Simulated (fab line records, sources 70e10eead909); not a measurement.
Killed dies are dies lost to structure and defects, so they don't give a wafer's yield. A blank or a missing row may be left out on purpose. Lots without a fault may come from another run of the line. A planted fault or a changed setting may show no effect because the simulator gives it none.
Which tool did it? | flow nand_harc | 14 lots, 42 wafers sampled, at 2 steps of a route of 1159

WHAT THE GAUGES READ, wafer by wafer
NHARC_P_GATE_OVL_MEAS_27.
lot  | measured     | on         | overlay_x_nm (nm) | overlay_y_nm (nm)
L658 | day 4 18:12  | overlay-01 | 1.2 0.9 1.1       | 0.5 0.9 0.2
L659 | day 4 22:38  | overlay-02 | 0.4 1.0 1.1       | 0.4 0.2 0.3
L661 | day 5 04:21  | overlay-02 | -0.5 -0.3 -0.4    | -1.2 -1.1 -1.0
L660 | day 5 04:12  | overlay-01 | -0.9 -0.3 -0.7    | 0.1 0.8 0.4
L662 | day 5 14:26  | overlay-02 | 2.1 2.5 1.8       | -0.8 -1.2 -1.0
L663 | day 6 05:31  | overlay-01 | -0.8 -0.6 -0.7    | 1.2 1.2 1.2
L664 | day 6 04:46  | overlay-01 | 0.9 1.1 0.3       | -0.1 1.1 0.7
L666 | day 6 15:15  | overlay-02 | -0.5 -0.3 -0.5    | 1.1 0.4 1.1
L665 | day 6 15:25  | overlay-01 | -0.5 -0.2 -0.2    | 1.4 1.2 0.9
L674 | day 9 02:23  | overlay-01 | 0.5 0.3 0.6       | -1.3 -1.4 -1.7
L676 | day 9 04:52  | overlay-01 | 1.0 1.3 0.7       | -0.6 -1.0 -1.4
L677 | day 9 13:54  | overlay-01 | -1.5 -1.3 -0.7    | 0.3 0.5 0.1
L678 | day 9 14:05  | overlay-02 | -0.7 -1.2 -1.2    | 0.6 0.8 0.0
L680 | day 10 08:43 | overlay-01 | 0.3 0.1 0.6       | -0.7 -0.7 -1.1

WHICH TOOL RAN EACH LOT (tool, then ch and the chambers of the sampled wafers, then the start)
lot  | NHARC_P_STI_ETCH_15
L658 | rie_si-06 ch 1,3, day 2 13:07
L659 | rie_si-01 ch 0,3, day 2 17:55
L661 | rie_si-01 ch 0,1,2, day 3 02:03
L660 | rie_si-04 ch 2,3, day 3 02:07
L662 | rie_si-04 ch 1,2,3, day 3 12:02
L663 | rie_si-06 ch 1,2,3, day 3 23:00
L664 | rie_si-04 ch 1,2,3, day 3 23:49
L666 | rie_si-04 ch 1,2,3, day 4 10:45
L665 | rie_si-01 ch 2,3, day 4 10:56
L674 | rie_si-01 ch 0,1,2, day 6 17:44
L676 | rie_si-04 ch 1,2, day 7 01:45
L677 | rie_si-01 ch 1,2, day 7 10:49
L678 | rie_si-04 ch 1,2,3, day 7 10:58
L680 | rie_si-01 ch 1,3, day 8 03:02
- NHARC_P_STI_ETCH_15: etches the open film in HBr/Cl2, target depth 300 nm, time 100.1 s.

WHAT THE TOOLS THEMSELVES READ (means of the sampled wafers that have a number; where no wafer has one, the mark that the record gives instead)
NHARC_P_STI_ETCH_15.
lot  | tool      | drypump_motor_current_A (A) | oes_product_au (a.u.) | throttle_valve_pct (%)
L658 | rie_si-06 | 5.4                         | 1.008                 | 26.409
L659 | rie_si-01 | 6.1                         | 1.003                 | 26.411
L661 | rie_si-01 | 5.8                         | 1.005                 | 26.415
L660 | rie_si-04 | 5.7                         | 0.998                 | 26.405
L662 | rie_si-04 | 5.4                         | 0.997                 | 26.398
L663 | rie_si-06 | 5.7                         | 1.010                 | 26.398
L664 | rie_si-04 | 5.4                         | 1.001                 | 26.413
L666 | rie_si-04 | 5.4                         | 0.994                 | 26.401
L665 | rie_si-01 | 6.1                         | 1.002                 | 26.412
L674 | rie_si-01 | 5.8                         | 0.997                 | 26.401
L676 | rie_si-04 | 5.7                         | 1.004                 | 26.398
L677 | rie_si-01 | 5.8                         | 1.001                 | 26.401
L678 | rie_si-04 | 5.4                         | 0.996                 | 26.396
L680 | rie_si-01 | 6.1                         | 1.002                 | 26.403

THE ANSWER, worked out from the rows above alone
Rule: what is usual is taken from the lots themselves. Put in order of their means at a reading, lots are off if they are a third of the lots or fewer, leave a main group of 4 or more, and stand apart from it by a gap of 3 or more times the standard deviation of the main group's means; of several such gaps the widest counts. A main group whose means are all the same, to the digits that the tables above print for the reading, isn't used. A lot without any number at a reading at which 4 lots or more have one is off too. The other lots that the step has rows for count as sound. The gauges are gone through in route order, then the tools' own readings, and for those a lot's mean is taken as printed above. The first step at which some lot is off is used, and at that step the reading that is off furthest; a lot without a number counts as furthest.
No lot is off at any reading shown: from this, nothing can be told.

WHAT THE SIMULATOR HAD PUT IN
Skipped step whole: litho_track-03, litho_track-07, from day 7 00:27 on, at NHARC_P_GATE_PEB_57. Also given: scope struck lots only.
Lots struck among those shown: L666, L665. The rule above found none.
